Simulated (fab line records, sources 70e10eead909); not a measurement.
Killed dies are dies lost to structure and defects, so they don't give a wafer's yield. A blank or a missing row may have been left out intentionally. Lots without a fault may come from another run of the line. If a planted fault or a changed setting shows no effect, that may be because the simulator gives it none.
Comparing a struck lot with a sound one | flow nandHarc | 32 out of 1302 route steps
Sound: wafers L241.3, L241.4, L241.5. Struck: wafer L244.4. At the end, the cause is stated.
At each step with rows: each side's tool, then ch and its chambers, then its first start. Under that, the readings that differ: sound wafers | struck wafers | difference of the means | sigmas: that difference in standard deviations of wafers without a fault.
alike: words and numbers the same on both sides, and readings whose means are apart by under 2 such deviations; not compared: readings that were withheld, readings missing a value for some wafer, numbers with overlapping values and no deviation given by the record, and bounds like >300 which may hide the same value.
Wherever a step has rows on one side only, a row that says differs or no value, or a row with sigmas, the two part there. Numbers that don't overlap but have no deviation are shown without sigmas and don't part them. A reading missing from all wafers of one side parts the sides only when that side holds two or more wafers.

first, 3 steps without rows for these wafers: NHARC_A_CHANNEL_HOLE_D1_STRIP_27 (strips in O2); NHARC_A_CHANNEL_HOLE_D1_PRECLEAN_28 (cleans in SC1); NHARC_A_CHANNEL_HOLE_D1_SRD_29.
NHARC_A_CHANNEL_HOLE_D1_CD_MEAS_30:
  sound: cdSem-02 at day 10 16:09; struck: cdSem-02 at day 11 15:34
reading   | sound          | struck | difference | sigmas
cdNm (nm) | 89.0 88.4 89.9 | 91.9   | +2.8       | +3
NHARC_A_CHANNEL_HOLE_D1_XSEM_31:
  sound on xsem-02 ch 0, day 10 16:15; struck on xsem-02 ch 0, day 11 15:40
reading           | sound             | struck | difference | sigmas
botCdNm (nm)      | 74.0 73.9 74.9    | 77.8   | +3.5       | +3
tiltDeg (degrees) | -0.02 -0.02 -0.02 | 0.09   | +0.11      | +3
  alike: bowNm
NHARC_A_CHANNEL_HOLE_D1_INSPECT_40:
  sound: defectInspect-01 at day 10 16:20; struck: defectInspect-01 at day 11 15:45
  alike: rawDefectCount
then, 5 steps without rows for these wafers: NHARC_A_CHANNEL_FILL_D1_PRECLEAN_00 (cleans in SC1); NHARC_A_CHANNEL_FILL_D1_SRD_01; NHARC_A_CHANNEL_FILL_D1_ALD_02 (deposits SiO2, target thk 6 nm, pulse time 10 s, ald cycles 60); NHARC_A_CHANNEL_FILL_D1_ALD_03 (deposits SiNx, target thk 6 nm, pulse time 60 s, ald cycles 58); NHARC_A_CHANNEL_FILL_D1_ALD_14 (deposits SiO2, target thk 2.5 nm, pulse time 10 s, ald cycles 25).
NHARC_A_CHANNEL_FILL_D1_ALD_15: deposits SiNx, target thk 2 nm, pulse time 60 s, ald cycles 19.
  sound on aldSinBatch-01 ch 0; struck on aldSinBatch-03 ch 0
  alike: precursorPulseHeightRel
NHARC_A_CHANNEL_FILL_D1_ALD_16: deposits SiO2, target thk 1.5 nm, pulse time 10 s, ald cycles 15.
  sound on aldHk-03 ch 1,3, day 11 04:48; struck on aldHk-03 ch 2, day 12 04:15
  alike: heaterPowerOuterW, heaterPowerW, precursorPulseHeightRel
then, 9 steps without rows for these wafers: NHARC_A_CHANNEL_FILL_D1_ANNEAL_17 (time 1800 s); NHARC_A_CHANNEL_FILL_D1_CVD_18 (deposits poly-Si, target thk 3 nm); NHARC_A_CHANNEL_FILL_D1_ETCHBACK_19 (etches the open film in HBr/Cl2, target depth 5 nm, time 1.7 s); NHARC_A_CHANNEL_FILL_D1_ETCHBACK_20 (etches the open film in C4F8/O2/Ar, target depth 27 nm, time 13.5 s); NHARC_A_CHANNEL_FILL_D1_STRIP_28 (strips in O2, time 20 s); NHARC_A_CHANNEL_FILL_D1_PRECLEAN_21 (cleans in dHF, time 30 s); NHARC_A_CHANNEL_FILL_D1_SRD_23; NHARC_A_CHANNEL_FILL_D1_CVD_05 (deposits poly-Si, target thk 5 nm); NHARC_A_CHANNEL_FILL_D1_ANNEAL_22 (time 7200 s).
NHARC_A_CHANNEL_FILL_D1_ALD_25: deposits SiOx, target thk 60 nm, pulse time 10 s, ald cycles 600.
  sound on aldHk-01 ch 0,2,3, day 12 07:07; struck on aldHk-03 ch 0, day 13 07:29
reading               | sound       | struck | difference | sigmas
heaterPowerOuterW (W) | 314 278 224 | 195    | -77        | -2
  alike: heaterPowerW, precursorPulseHeightRel
then, 1 step without rows for these wafers: NHARC_A_CHANNEL_FILL_D1_ETCHBACK_08 (etches the open film in C4F8, target depth 220 nm, time 110 s).
NHARC_A_CHANNEL_FILL_D1_STRIP_29: strips in O2, time 20 s.
  sound on rieDiel-08 ch 0,3; struck on rieDiel-08 ch 1
  alike: drypumpMotorCurrentA, o2FlowSccm, oesProductAu, rfVppV, showerheadPlenumPTorr, throttleValvePct
  not compared: rfHoursCounterH
then, 5 steps without rows for these wafers: NHARC_A_CHANNEL_FILL_D1_PRECLEAN_30 (cleans in dHF, time 30 s); NHARC_A_CHANNEL_FILL_D1_SRD_31; NHARC_A_CHANNEL_FILL_D1_CVD_09 (deposits poly-Si, target thk 150 nm, time 3000 s); NHARC_A_CHANNEL_FILL_D1_CMP_10 (polishes, target thk 150 nm); NHARC_A_CHANNEL_FILL_D1_SRD_12.
NHARC_A_DECK1_JOINT_ETCHBACK_07: etches the open film in HBr, target depth 105 nm, time 26.9 s.
  sound on rieSi-06 ch 0,1,3, day 12 19:05; struck on rieSi-06 ch 2, day 13 21:01
reading | sound | struck                  | difference                   | sigmas
hold    | - - - | awaitDispo/1.4h/release | no value on the sound wafers | 
  alike: drypumpMotorCurrentA, oesProductAu, throttleValvePct
  not compared: rfHoursCounterH
-- break in the record here, with 16 days between the starts of the struck wafers on either side (left off in module A_DECK1_JOINT, picked up again in module END, where the first step shown is number 1302 on the route) --
NHARC_END_SORT_01:
  here the record holds rows for the struck wafers (prober-02 ch 0, day 29 13:00) but none for the sound ones

== WHERE THEY PART ==
Last at NHARC_END_SORT_01 as far as this record goes, first at NHARC_A_CHANNEL_HOLE_D1_CD_MEAS_30.

WHY: whatever the simulator had introduced
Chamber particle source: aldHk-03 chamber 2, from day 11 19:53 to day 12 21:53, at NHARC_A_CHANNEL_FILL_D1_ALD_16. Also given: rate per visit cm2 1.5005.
